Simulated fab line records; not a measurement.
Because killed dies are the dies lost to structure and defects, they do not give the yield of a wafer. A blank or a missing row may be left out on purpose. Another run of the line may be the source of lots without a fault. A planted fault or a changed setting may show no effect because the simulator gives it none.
fab line records	flow n5Finfet
record: lots: 10	wafers: 29	lastDay: 17
route steps=1938 shown BEOL_M2@906 BEOL_M4@1111 PASSIVATION@1936
lots with no fault: from the same line, run without faults
startH: start of the lot's first displayed wafer, in hours after the record's first day	waitH: time in hours since the lot's previous step	" repeats the value in the row above	L1.1+2: a row that stands for several wafers	- no value present, or no start provided	* or withheld: withheld	< > ~ a bound
route shown NAME@n: a module of which the file shows steps, and the number in the route of the first	usual: mean/standard deviation of fault-free wafers	same: alike in all rows	chamber/n: place in a boat	sites: the reading at each site	_std_site: standard deviation across them	_edge_site: the outer-site mean with the inner-site mean subtracted	radiusMm: how far each site lies from the wafer's centre	mask NAME#n: copy n	behind: the most recent tool/chamber to have shaped the wafer	hold: why the lot went on hold/how many hours it stayed there/how the hold came to an end	device: transistor that didn't switch, given as n, p or np	end of line: tests run on the same wafers once the route is complete	step lacking rows: just its recipe	killed: at the first sort, the dies lost to defects and structure; wafer yield is something else	map: the dies of a wafer, with x for killed, . for not killed, _ for no die there
set.NAME: setting as actually run; set.NAME@STEP: the setting as run at that earlier step	model.NAME: the simulator's own value behind a step, which no gauge read
steps of the route over a sample of lots; a table a step, a row a wafer
== steps ==
step: N5_BEOL_M2_SPUTTER_79
recipe: material: Cu	targetThkA: 45	tempC: -20	chamberPressurePa: 0.07	powerW: withheld	timeS: 8.29
usual: chamberPressurePa: 0.06999/0.00014	chuckGasFlowSccm: 1.26/0.05	chuckSensorTempC: -15.9/0.32	substrateTempC: -19.99/0.088	throttleValvePct: 29.5/1.2
lot.wafer	tool	chamber	startH	waitH	chamberPressurePa	chuckGasFlowSccm	chuckSensorTempC	substrateTempC	throttleValvePct
L518.2	pvdSputter-02	-	149.25	0.1	0.06998	1.20	-16.1	-20.05	29.8
L518.3	"	-	"	"	0.06988	1.21	-15.7	-19.98	30.3
L518.4	"	-	"	"	0.06981	1.29	-15.9	-20.08	29.3
L519.1	pvdSputter-02	-	152.58	0.1	0.06995	1.25	-15.9	-20.16	29.4
L519.3	"	-	"	"	0.07	1.31	-16.0	-20.05	28.9
L519.4	"	-	"	"	0.07016	1.32	-16.1	-20.03	30.1
L520.2	pvdSputter-01	-	153.96	0.1	0.07004	1.27	-16.6	-20.09	27.2
L520.4	"	-	"	"	0.06999	1.24	-15.9	-19.95	29.1
L520.5	"	-	"	"	0.07015	1.27	-16.5	-20.07	27.4
L530.3	pvdSputter-01	-	219.87	0.1	0.0702	1.22	-15.7	-19.91	28.0
L530.4	"	-	"	"	0.06994	1.17	-15.8	-19.79	30.3
L530.6	"	-	"	"	0.07021	1.28	-15.8	-20.07	28.2
L532.4	pvdSputter-01	-	234.74	0.1	0.06977	1.27	-15.8	-19.96	28.4
L532.5	"	-	"	"	0.06998	1.33	-16.6	-20.11	27.8
L532.6	"	-	"	"	0.07009	1.23	-15.9	-19.85	30.4
L534.1	pvdSputter-01	-	248.05	0.1	0.06978	1.33	-15.7	-19.84	30.6
L534.4	"	-	"	"	0.07011	1.31	-16.6	-19.96	27.5
L534.5	"	-	"	"	0.07003	1.33	-15.8	-20.09	28.2
L535.1	pvdSputter-02	-	249.07	0.1	0.07001	1.31	-15.9	-20.04	28.7
L535.6	"	-	"	"	0.06989	1.25	-15.8	-19.76	29.3
L536.2	pvdSputter-02	-	252.26	0.1	0.07019	1.18	-15.7	-19.92	29.6
L536.4	"	-	"	"	0.07005	1.34	-16.1	-20.14	29.9
L536.6	"	-	"	"	0.0698	1.33	-16.0	-19.91	28.5
L539.1	pvdSputter-02	-	270.69	0.1	0.07034	1.15	-15.6	-19.92	30.0
L539.2	"	-	"	"	0.0701	1.24	-15.9	-19.90	28.7
L539.6	"	-	"	"	0.06973	1.25	-16.2	-19.99	30.0
L540.1	pvdSputter-01	-	281.52	0.1	0.06988	1.27	-15.8	-20.16	29.3
L540.3	"	-	"	"	0.07019	1.29	-15.9	-19.95	28.3
L540.5	"	-	"	"	0.0701	1.25	-15.7	-20.11	27.8
step: N5_BEOL_M2_SPUTTER_81
recipe: material: Cu	targetThkA: 45	tempC: -20	chamberPressurePa: 0.07	powerW: withheld	timeS: 8.29
usual: chamberPressurePa: 0.07/0.00014	chuckGasFlowSccm: 1.26/0.053	chuckSensorTempC: -15.9/0.31	substrateTempC: -20.02/0.1	throttleValvePct: 29.5/1.2
lot.wafer	tool	chamber	startH	waitH	chamberPressurePa	chuckGasFlowSccm	chuckSensorTempC	substrateTempC	throttleValvePct
L518.2	pvdSputter-02	-	149.47	0.1	0.0699	1.34	-16.0	-20.14	30.2
L518.3	"	-	"	"	0.07011	1.21	-15.8	-20.02	29.6
L518.4	"	-	"	"	0.0702	1.25	-15.7	-20.00	29.4
L519.1	pvdSputter-02	-	152.80	0.1	0.07003	1.33	-15.7	-20.10	29.4
L519.3	"	-	"	"	0.06996	1.29	-16.0	-19.93	28.7
L519.4	"	-	"	"	0.06973	1.24	-16.2	-19.91	30.0
L520.2	pvdSputter-01	-	154.18	0.1	0.07014	1.20	-16.6	-19.95	27.2
L520.4	"	-	"	"	0.06995	1.17	-15.9	-20.04	29.2
L520.5	"	-	"	"	0.07012	1.20	-16.5	-19.99	27.5
L530.3	pvdSputter-01	-	220.09	0.1	0.06998	1.25	-15.8	-20.04	28.1
L530.4	"	-	"	"	0.06993	1.29	-16.0	-20.00	30.3
L530.6	"	-	"	"	0.07003	1.28	-15.9	-20.01	27.9
L532.4	pvdSputter-01	-	234.96	0.1	0.0702	1.30	-16.0	-20.09	28.4
L532.5	"	-	"	"	0.06989	1.26	-16.7	-20.30	27.4
L532.6	"	-	"	"	0.07008	1.20	-15.7	-19.92	30.3
L534.1	pvdSputter-01	-	248.27	0.1	0.06996	1.18	-15.9	-20.16	30.3
L534.4	"	-	"	"	0.07009	1.29	-16.4	-19.93	27.4
L534.5	"	-	"	"	0.07	1.29	-15.8	-19.98	28.5
L535.1	pvdSputter-02	-	249.29	0.1	0.06983	1.23	-16.1	-19.78	28.8
L535.6	"	-	"	"	0.07004	1.22	-15.7	-20.06	29.7
L536.2	pvdSputter-02	-	252.48	0.1	0.07015	1.29	-15.9	-20.03	29.2
L536.4	"	-	"	"	0.07018	1.23	-16.1	-20.10	30.2
L536.6	"	-	"	"	0.06988	1.26	-15.9	-19.94	28.8
L539.1	pvdSputter-02	-	270.91	0.1	0.0701	1.17	-15.5	-20.01	29.9
L539.2	"	-	"	"	0.06999	1.30	-15.8	-19.89	28.9
L539.6	"	-	"	"	0.07005	1.25	-16.2	-19.92	30.1
L540.1	pvdSputter-01	-	281.74	0.1	0.06995	1.20	-16.0	-19.99	29.2
L540.3	"	-	"	"	0.06999	1.32	-15.7	-19.85	28.1
L540.5	"	-	"	"	0.06978	1.26	-15.8	-19.91	28.3
step: N5_BEOL_M2_ANNEAL_82
recipe: tempC: 400	timeS: 240	ambient: vacuum
usual: heaterPowerW: 820/73
lot.wafer	tool	chamber	startH	waitH	heaterPowerW
L518.2	pvdSputter-02	-	149.55	0.0	822
L518.3	"	-	"	"	804
L518.4	"	-	"	"	816
L519.1	pvdSputter-02	-	152.88	0.0	793
L519.3	"	-	"	"	900
L519.4	"	-	"	"	827
L520.2	pvdSputter-01	-	154.26	0.0	854
L520.4	"	-	"	"	706
L520.5	"	-	"	"	887
L530.3	pvdSputter-01	-	220.17	0.0	853
L530.4	"	-	"	"	911
L530.6	"	-	"	"	814
L532.4	pvdSputter-01	-	235.04	0.0	847
L532.5	"	-	"	"	854
L532.6	"	-	"	"	892
L534.1	pvdSputter-01	-	248.35	0.0	901
L534.4	"	-	"	"	894
L534.5	"	-	"	"	849
L535.1	pvdSputter-02	-	249.37	0.0	881
L535.6	"	-	"	"	807
L536.2	pvdSputter-02	-	252.56	0.0	825
L536.4	"	-	"	"	853
L536.6	"	-	"	"	886
L539.1	pvdSputter-02	-	270.99	0.0	828
L539.2	"	-	"	"	902
L539.6	"	-	"	"	844
L540.1	pvdSputter-01	-	281.82	0.0	702
L540.3	"	-	"	"	844
L540.5	"	-	"	"	851
step: N5_BEOL_M2_SPUTTER_94
recipe: material: Cu	targetThkA: 45	tempC: -20	chamberPressurePa: 0.07	powerW: withheld	timeS: 8.29
usual: chamberPressurePa: 0.06998/0.00013	chuckGasFlowSccm: 1.25/0.053	chuckSensorTempC: -15.9/0.31	substrateTempC: -20.00/0.1	throttleValvePct: 29.5/1.2
lot.wafer	tool	chamber	startH	waitH	chamberPressurePa	chuckGasFlowSccm	chuckSensorTempC	substrateTempC	throttleValvePct
L518.2	pvdSputter-02	-	150.57	0.1	0.07001	1.22	-16.2	-19.93	30.0
L518.3	"	-	"	"	0.06982	1.26	-15.7	-20.12	29.9
L518.4	"	-	"	"	0.06992	1.22	-15.8	-20.04	29.4
L519.1	pvdSputter-02	-	153.90	0.1	-	-	-	-	-
L519.3	"	-	"	"	-	-	-	-	-
L519.4	"	-	"	"	-	-	-	-	-
L520.2	pvdSputter-01	-	155.28	0.1	-	-	-	-	-
L520.4	"	-	"	"	-	-	-	-	-
L520.5	"	-	"	"	-	-	-	-	-
L530.3	pvdSputter-01	-	221.19	0.1	0.06983	1.21	-15.8	-19.93	28.0
L530.4	"	-	"	"	0.06986	1.27	-15.8	-20.17	30.1
L530.6	"	-	"	"	0.06978	1.37	-15.9	-19.98	28.4
L532.4	pvdSputter-01	-	236.06	0.1	0.07028	1.36	-15.7	-19.81	28.0
L532.5	"	-	"	"	0.06986	1.25	-16.7	-19.76	27.8
L532.6	"	-	"	"	0.06975	1.16	-15.7	-20.10	30.4
L534.1	pvdSputter-01	-	249.37	0.1	0.06981	1.28	-15.8	-19.98	30.3
L534.4	"	-	"	"	0.07006	1.23	-16.5	-20.01	27.5
L534.5	"	-	"	"	0.07015	1.35	-15.8	-20.19	28.2
L535.1	pvdSputter-02	-	250.39	0.1	0.07	1.30	-16.0	-19.98	28.7
L535.6	"	-	"	"	0.07001	1.29	-15.6	-19.97	29.5
L536.2	pvdSputter-02	-	253.58	0.1	0.06993	1.35	-15.8	-19.96	29.3
L536.4	"	-	"	"	0.06991	1.21	-16.1	-20.07	30.0
L536.6	"	-	"	"	0.07003	1.30	-15.7	-19.99	28.7
L539.1	pvdSputter-02	-	272.01	0.1	0.06996	1.26	-15.6	-19.75	29.9
L539.2	"	-	"	"	0.06989	1.29	-16.0	-20.26	28.7
L539.6	"	-	"	"	0.06999	1.22	-16.1	-20.05	29.9
L540.1	pvdSputter-01	-	282.84	0.1	0.07002	1.18	-15.9	-20.15	29.7
L540.3	"	-	"	"	0.07003	1.36	-15.7	-19.98	28.0
L540.5	"	-	"	"	0.07015	1.37	-15.8	-20.05	28.2
step: N5_BEOL_M4_RC_MEAS_101
usual: DIBL_N: 36.1/1.5	DIBL_P: 36.1/1.9	IOFF_N: 0.159/0.029	IOFF_P: 0.21/0.038	ION_N: 675/11	ION_P: 464/8.1	SS_N: 71.5/0.57	SS_P: 73.3/0.64	VT_N: 249/3.1	VT_P: -250/3.8
lot.wafer	tool	chamber	startH	waitH	DIBL_N[mV/V]	DIBL_P[mV/V]	IOFF_N[nA/um]	IOFF_P[nA/um]	ION_N[uA/um]	ION_P[uA/um]	SS_N[mV/dec]	SS_P[mV/dec]	VT_N[mV]	VT_P[mV]
L518.2	prober-01	0	174.34	0.2	36.9	35.9	0.156	0.20	667	456	71.5	72.8	250	-250
L518.3	"	0	"	"	36.2	35.2	0.148	0.19	675	457	71.4	73.0	251	-252
L518.4	"	0	"	"	36.3	34.8	0.152	0.18	658	453	71.5	72.6	253	-252
L519.1	prober-02	0	176.70	0.0	33.6	32.4	0.118	0.18	668	461	71.4	72.6	257	-248
L519.3	"	0	"	"	35.6	35.8	0.147	0.22	680	471	72.0	73.4	251	-249
L519.4	"	0	"	"	36.6	36.9	0.173	0.24	691	471	72.1	73.4	248	-249
L520.2	prober-01	0	177.54	0.2	37.8	37.3	0.161	0.24	666	464	71.8	73.8	249	-246
L520.4	"	0	"	"	35.9	34.2	0.137	0.19	672	462	72.3	72.5	250	-249
L520.5	"	0	"	"	36.7	36.4	0.148	0.22	654	454	71.5	73.3	253	-247
L530.3	prober-01	0	248.66	0.3	36.7	38.0	0.168	0.23	687	464	71.7	73.1	249	-249
L530.4	"	0	"	"	34.2	34.1	0.113	0.17	656	460	70.8	73.2	256	-254
L530.6	"	0	"	"	36.9	37.7	0.155	0.22	670	470	71.5	74.0	250	-250
L532.4	prober-01	0	255.48	0.5	34.6	33.0	0.133	0.17	675	462	70.8	72.3	248	-253
L532.5	"	0	"	"	34.1	32.4	0.122	0.16	666	459	71.0	72.4	252	-255
L532.6	"	0	"	"	37.3	36.1	0.177	0.21	684	467	71.5	74.1	248	-251
L534.1	prober-01	0	269.52	0.0	35.6	37.1	0.150	0.19	663	457	71.3	73.5	253	-254
L534.4	"	0	"	"	36.9	37.5	0.166	0.19	676	460	72.4	73.6	248	-254
L534.5	"	0	"	"	36.6	37.7	0.169	0.20	675	457	72.3	73.7	251	-254
L535.1	prober-01	0	274.06	0.0	35.3	36.4	0.159	0.21	688	463	72.2	73.5	248	-249
L535.6	"	0	"	"	37.3	39.1	0.206	0.26	689	468	72.0	74.1	244	-247
L536.2	prober-01	0	276.85	0.2	36.9	39.4	0.195	0.25	675	465	71.8	74.3	247	-247
L536.4	"	0	"	"	36.9	39.2	0.187	0.23	673	463	72.0	74.5	249	-252
L536.6	"	0	"	"	36.4	38.2	0.174	0.22	671	462	72.4	74.7	250	-248
L539.1	prober-02	0	306.03	0.0	37.1	37.1	0.173	0.30	677	479	71.4	73.3	246	-241
L539.2	"	0	"	"	37.5	37.7	0.192	0.32	689	481	72.1	73.7	247	-242
L539.6	"	0	"	"	37.6	37.6	0.198	0.31	686	473	72.0	74.3	245	-244
L540.1	prober-01	0	321.45	0.0	36.2	36.8	0.181	0.23	684	469	71.1	73.3	247	-247
L540.3	"	0	"	"	36.6	36.4	0.180	0.23	680	468	70.9	72.5	246	-248
L540.5	"	0	"	"	34.8	36.0	0.168	0.23	686	473	71.5	73.6	244	-247
step: N5_PASSIVATION_PROBE_49
usual: defectLimitedYield: 91.5/1.6	killed_at_M0_to_M3: 33/10	killed_at_M4_up: 13/5.6	killedAtContacts: 13/6	killedAtFrontEnd: 39/12	killedAtOther: 3.0/2.8	killedDies: 101/19	killedOpen: 65/13	killedShort: 32/8.3	sort_bin_5_function: 5.0/1	sort_bin_6_memory: 3.1/0.69	sortNPass: 1079/19	sortYieldPct: 91.5/1.6
same: grossDies: 1180	killedAtBackSide: 0	sort_bin_4_leakage[%]: 0	sort_bin_8_speed[%]: 0
lot.wafer	tool	chamber	startH	waitH	defectLimitedYield[%]	killed_at_M0_to_M3	killed_at_M4_up	killedAtContacts	killedAtFrontEnd	killedAtOther	killedDies	killedOpen	killedShort	sort_bin_5_function[%]	sort_bin_6_memory[%]	sortNPass	sortYieldPct[%]
L519.1	prober-02	-	278.39	0.0	92.5	37	11	6	33	1	88	43	30	4.5	2.2	1092	92.5
L519.3	prober-02	-	278.49	0.1	91.2	42	16	8	38	0	104	72	25	5.3	3.3	1076	91.2
L519.4	prober-02	-	278.54	0.2	91.3	42	16	6	38	1	103	68	28	5.3	3.3	1077	91.3
L536.2	prober-01	-	381.31	0.1	91.1	32	10	11	50	2	105	54	41	5.0	3.0	1075	91.1
L536.4	prober-01	-	381.41	0.2	92.8	34	12	11	25	3	85	49	32	3.3	3.5	1095	92.8
L536.6	prober-01	-	381.51	0.3	91.6	40	8	13	35	3	99	66	28	5.3	2.8	1081	91.6
killed by level:class
L519.1 BEOL_M0_SAQP:geometricParticle:short=9 BEOL_M2:interfaceVoidOpened=8 BEOL_M1:geometricParticle:open=6 HKMG_FIN:areaEtch=6 BEOL_M4:geometricParticle:short=5 DUMMY_GATE:geometricParticle:open=4 ILD0:geometricParticle:short=4 MOL_CONTACT_COAG:geometricParticle:open=4
L519.3 BEOL_M0_SAQP:geometricParticle:open=10 STI_FIN_REVEAL:geometricParticle:open=9 MOL_CONTACT_COAG:geometricParticle:open=7 BEOL_M0_SAQP:geometricParticle:short=7 DUMMY_GATE:geometricParticle:open=6 BEOL_M1:geometricParticle:open=6 BEOL_M3:geometricParticle:open=6 BEOL_M2:interfaceVoidOpened=6
L519.4 STI_FIN_REVEAL:geometricParticle:open=11 BEOL_M2:geometricParticle:open=9 BEOL_M0_SAQP:geometricParticle:open=7 FIN_SAQP:geometricParticle:open=6 BEOL_M4:geometricParticle:open=6 BEOL_M2:interfaceVoidOpened=6 BEOL_M1:geometricParticle:open=5 MOL_CONTACT_COAG:geometricParticle:open=5
L536.2 FIN_SAQP:geometricParticle:short=16 MOL_CONTACT_COAG:geometricParticle:open=10 BEOL_M0_SAQP:geometricParticle:open=7 FIN_SAQP:geometricParticle:open=6 BEOL_M0_SAQP:geometricParticle:short=6 STI_FIN_REVEAL:geometricParticle:open=5 ILD0:geometricParticle:short=5 BEOL_M3:geometricParticle:open=5
L536.4 MOL_CONTACT_COAG:geometricParticle:open=8 BEOL_M3:geometricParticle:open=8 BEOL_M0_SAQP:geometricParticle:short=7 BEOL_M1:geometricParticle:open=7 BEOL_M2:geometricParticle:open=6 STARTING-WAFER:geometricParticle:short=6 BEOL_M0_SAQP:geometricParticle:open=4 FIN_SAQP:geometricParticle:open=3
L536.6 BEOL_M2:geometricParticle:open=13 MOL_CONTACT_COAG:geometricParticle:open=9 BEOL_M0_SAQP:geometricParticle:open=8 FIN_SAQP:geometricParticle:open=6 FIN_SAQP:geometricParticle:short=6 BEOL_M3:geometricParticle:open=6 STI_FIN_REVEAL:geometricParticle:open=5 GATE_CUT:geometricParticle:short=5
== key ==
firstSign: step: N5_BEOL_M2_SPUTTER_94	reading: toolRecord	direction: missing
effect none on later readings
metAt N5_BEOL_M2_SPUTTER_94
struckLots L519,L520
rowsEnd L520.2,L520.4,L520.5
notActingAt N5_BEOL_M2_SPUTTER_79,N5_BEOL_M2_SPUTTER_81,N5_BEOL_M2_ANNEAL_82
onsetBetween 150.57 153.90
fault: kind: skippedStepWhole	tool: pvdSputter-01,pvdSputter-02	chamber: -	onsetH: 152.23	steps: N5_BEOL_M2_SPUTTER_94	scope: struckLotsOnly
rowsEnd: these wafers met a further fault down the route, and their rows from its step on are left out
